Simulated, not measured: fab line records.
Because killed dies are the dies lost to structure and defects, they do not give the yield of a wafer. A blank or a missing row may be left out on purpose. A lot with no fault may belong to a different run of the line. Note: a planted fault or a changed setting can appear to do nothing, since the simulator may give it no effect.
Matching of chambers	flow n5-finfet	N5_BEOL_M2_CO_CAP_55 on cvd-co-02: 3 sister chambers
The step material Co, precursor CCTBA/H2, target thk 2 nm, time 102.1 s. 6 wafers are shown with their chamber, then 12 later ones without.

== WAFERS PAIRED WITH THEIR CHAMBERS ==
wafer	chamber	heater-power-w (W)
L086.3	2	238
L090.4	2	244
L090.6	1	250
L091.1	0	245
L091.4	0	255
L091.5	1	250

== WAFERS WITHOUT THEIR CHAMBER ==
wafer	heater-power-w (W)
L094.1	240
L094.2	256
L094.3	255
L094.4	248
L094.5	249
L094.6	244
L095.2	240
L095.3	251
L095.5	261
L097.3	250
L097.4	256
L097.6	240

== CHAMBER TAKEN BY EACH ==
wafer	from the rows above	in truth
L094.1	can't be placed: 2 or 0 or 1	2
L094.2	can't be placed: 0 or 1 or 2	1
L094.3	can't be placed: 0 or 1 or 2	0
L094.4	can't be placed: 0 or 1 or 2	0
L094.5	can't be placed: 0 or 1 or 2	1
L094.6	can't be placed: 2 or 0 or 1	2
L095.2	can't be placed: 2 or 0 or 1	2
L095.3	can't be placed: 0 or 1 or 2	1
L095.5	can't be placed: 0 or 1 or 2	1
L097.3	can't be placed: 0 or 1 or 2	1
L097.4	can't be placed: 0 or 1 or 2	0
L097.6	can't be placed: 2 or 0 or 1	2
0 of 12 placed correctly. Cannot be placed on the basis of these rows: 12; the candidates contain the true chamber in 12. Wrongly placed: 0.
How it was worked out, from the rows above alone: a wafer's distance from a chamber is the root of the sum, over the readings, of the square of ((its reading less the chamber's mean) divided by the reading's scatter). The wafer belongs to the nearest chamber; if the next one is less than 2 further off, it can't be placed. The mean given for a chamber averages the wafers shown for that chamber. The scatter: the root of (the sum of the squares of (reading less its chamber's mean) over the shown wafers, divided by (wafers less chambers)).
